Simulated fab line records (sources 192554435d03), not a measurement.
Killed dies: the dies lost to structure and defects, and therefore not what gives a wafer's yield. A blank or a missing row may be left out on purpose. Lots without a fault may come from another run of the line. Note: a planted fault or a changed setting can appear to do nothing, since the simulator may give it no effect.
Split-lot trial    flow n5_finfet    route with 1938 steps; 7 lots, 39 wafers read

== ABOUT THE SPLIT ==
At N5_DUMMY_GATE_ETCH_44 (etches poly-Si in HBr/O2, stops on SiO2, target depth 127.5 nm), the setting target_depth_a was moved away from the recipe's 1275 angstrom on 18 of the 39 wafers read, by -10.8% to +9.3%. For the rest of the wafers, this setting stayed at what the recipe calls for.

The reading comes from the split's own step.

== THE READING ==
oes_product_au, in a.u., at N5_DUMMY_GATE_ETCH_44 (etches poly-Si in HBr/O2, stops on SiO2, target depth 127.5 nm). A value of 0.725 a.u. with a standard deviation of 0.014 a.u. is what fault-free wafers of this fab line usually give.

wafer   tool, chamber at the split  target_depth_a as run, angstrom  against the recipe  oes_product_au, a.u.  against lot-mates on the recipe
L081.1  rie_si-02, 3                1275                             recipe              0.705                 -
L081.2  rie_si-02, 2                1275                             recipe              0.721                 -
L081.3  rie_si-02, 1                1336                             +4.8%               0.705                 -0.014
L081.4  rie_si-02, 0                1336                             +4.8%               0.719                 +0.000
L081.5  rie_si-02, 1                1336                             +4.8%               0.703                 -0.016
L081.6  rie_si-02, 2                1275                             recipe              0.730                 -
L084.1  rie_si-06, 0                1275                             recipe              0.708                 -
L084.2  rie_si-06, 1                1394                             +9.3%               0.686                 -0.022
L084.3  rie_si-06, 3                1394                             +9.3%               0.694                 -0.014
L084.4  rie_si-06, 2                1394                             +9.3%               0.675                 -0.033
L084.5  rie_si-06, 1                1275                             recipe              0.711                 -
L084.6  rie_si-06, 2                1275                             recipe              0.704                 -
L086.2  rie_si-02, 3                1275                             recipe              0.705                 -
L086.3  rie_si-02, 2                1275                             recipe              0.730                 -
L086.6  rie_si-02, 1                1275                             recipe              0.718                 -
L090.1  rie_si-01, 3                1137                             -10.8%              0.769                 +0.036
L090.2  rie_si-01, 1                1275                             recipe              0.740                 -
L090.3  rie_si-01, 2                1275                             recipe              0.740                 -
L090.4  rie_si-01, 0                1275                             recipe              0.718                 -
L090.5  rie_si-01, 3                1137                             -10.8%              0.760                 +0.027
L090.6  rie_si-01, 0                1137                             -10.8%              0.775                 +0.042
L091.1  rie_si-02, 3                1275                             recipe              0.702                 -
L091.2  rie_si-02, 0                1151                             -9.7%               0.783                 +0.069
L091.3  rie_si-02, 2                1275                             recipe              0.729                 -
L091.4  rie_si-02, 1                1151                             -9.7%               0.743                 +0.029
L091.5  rie_si-02, 1                1275                             recipe              0.712                 -
L091.6  rie_si-02, 0                1151                             -9.7%               0.789                 +0.075
L092.1  rie_si-06, 0                1275                             recipe              0.718                 -
L092.2  rie_si-06, 1                1169                             -8.3%               0.767                 +0.050
L092.3  rie_si-06, 2                1275                             recipe              0.717                 -
L092.4  rie_si-06, 3                1169                             -8.3%               0.756                 +0.039
L092.5  rie_si-06, 0                1169                             -8.3%               0.757                 +0.040
L092.6  rie_si-06, 1                1275                             recipe              0.715                 -
L093.1  rie_si-06, 2                1275                             recipe              0.701                 -
L093.2  rie_si-06, 0                1275                             recipe              0.716                 -
L093.3  rie_si-06, 1                1147                             -10.0%              0.752                 +0.047
L093.4  rie_si-06, 3                1147                             -10.0%              0.763                 +0.058
L093.5  rie_si-06, 1                1147                             -10.0%              0.753                 +0.048
L093.6  rie_si-06, 0                1275                             recipe              0.699                 -

FIT RESULTS
A straight line over all 39 wafers: oes_product_au changes by -0.00427 a.u. for each +1% of target_depth_a; r = -0.90; the points scatter about the line by 0.013 a.u.
The same after taking each lot's own level away (the mean of its wafers on the recipe; 39 wafers): -0.00399 a.u. for each +1%; r = -0.89; scatter 0.012 a.u.
That fit puts the effect of the largest move of target_depth_a on the reading at 0.043 a.u.
The span of the lots' own levels, 0.7053 to 0.7327 a.u., comes to 2.0 times the standard deviation stated above.
So the lot-to-lot level changes the slope little: the two slopes agree.
Check: +0.0485 a.u. against its lot-mates is what the line predicts for one of the wafers moved furthest among these (-10.8%) when that wafer is left out of the fit. It came out at +0.0363 a.u. against them.
Tool readings at the split's step, against how far the setting was moved: oes_product_au r = -0.90.

== ADDITIONAL SPLITS CARRIED BY THESE WAFERS ==
Other splits were also applied to these wafers ahead of the reading. Each is held against what the fit with the lots' levels taken away leaves over:
other split on the same wafers  wafers away from the commonest value  r with oes_product_au (lot level and that fit taken away)
N5_DUMMY_GATE_ETCH_32 time_s    15                                    +0.03

== FILE'S OWN FIT ==
oes_product_au changes by -0.0042 a.u. for each +1% of target_depth_a, r = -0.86.
